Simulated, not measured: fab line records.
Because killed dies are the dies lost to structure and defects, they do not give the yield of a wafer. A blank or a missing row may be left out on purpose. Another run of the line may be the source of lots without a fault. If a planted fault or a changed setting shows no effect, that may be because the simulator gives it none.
Matching of chambers | flow n5 finfet | N5_BEOL_M11_CMP_52 on cmp-02 has 4 sister chambers
The step polishes, stops on SiCOH lowk, t overpolish 7 s, target thk 140 nm. 4 wafers are shown with their chamber, then 9 later ones without.

## WAFERS WITH THEIR CHAMBER
wafer  | chamber | edge zone pressure frac
L083.1 | 2       | 1.008
L085.4 | 3       | 1.004
L086.4 | 1       | 0.999
L086.6 | 0       | 0.998

## WAFERS WITH NO CHAMBER GIVEN
wafer  | edge zone pressure frac
L091.3 | 1.003
L091.4 | 1.004
L091.6 | 1.002
L090.2 | 1.003
L090.3 | 0.992
L090.4 | 1.000
L092.1 | 1.000
L092.2 | 0.997
L092.5 | 1.001

## EACH ONE'S CHAMBER
wafer  | from the rows above               | in truth
L091.3 | can't be placed: 3 or 1 or 0 or 2 | 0
L091.4 | can't be placed: 3 or 2           | 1
L091.6 | can't be placed: 3 or 1 or 0 or 2 | 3
L090.2 | can't be placed: 3 or 1 or 0 or 2 | 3
L090.3 | can't be placed: 0 or 1           | 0
L090.4 | can't be placed: 1 or 0 or 3      | 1
L092.1 | can't be placed: 1 or 0 or 3      | 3
L092.2 | can't be placed: 0 or 1           | 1
L092.5 | can't be placed: 1 or 0 or 3      | 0
0 of 9 placed correctly. Not placeable from these rows: 9 (in 8, the candidates include the true chamber). 0 placed wrongly.
How it was worked out, from the rows above alone: a wafer's distance from a chamber is the root of the sum, over the readings, of the square of ((its reading less the chamber's mean) divided by the reading's scatter). If the next closest chamber is less than 2 further off than the closest, the wafer can't be placed; otherwise it belongs to the closest. The mean given for a chamber averages the wafers shown for that chamber. The scatter (one wafer shown for each chamber): square how far every hidden wafer sits from the nearest shown wafer, average those squares and take the square root.
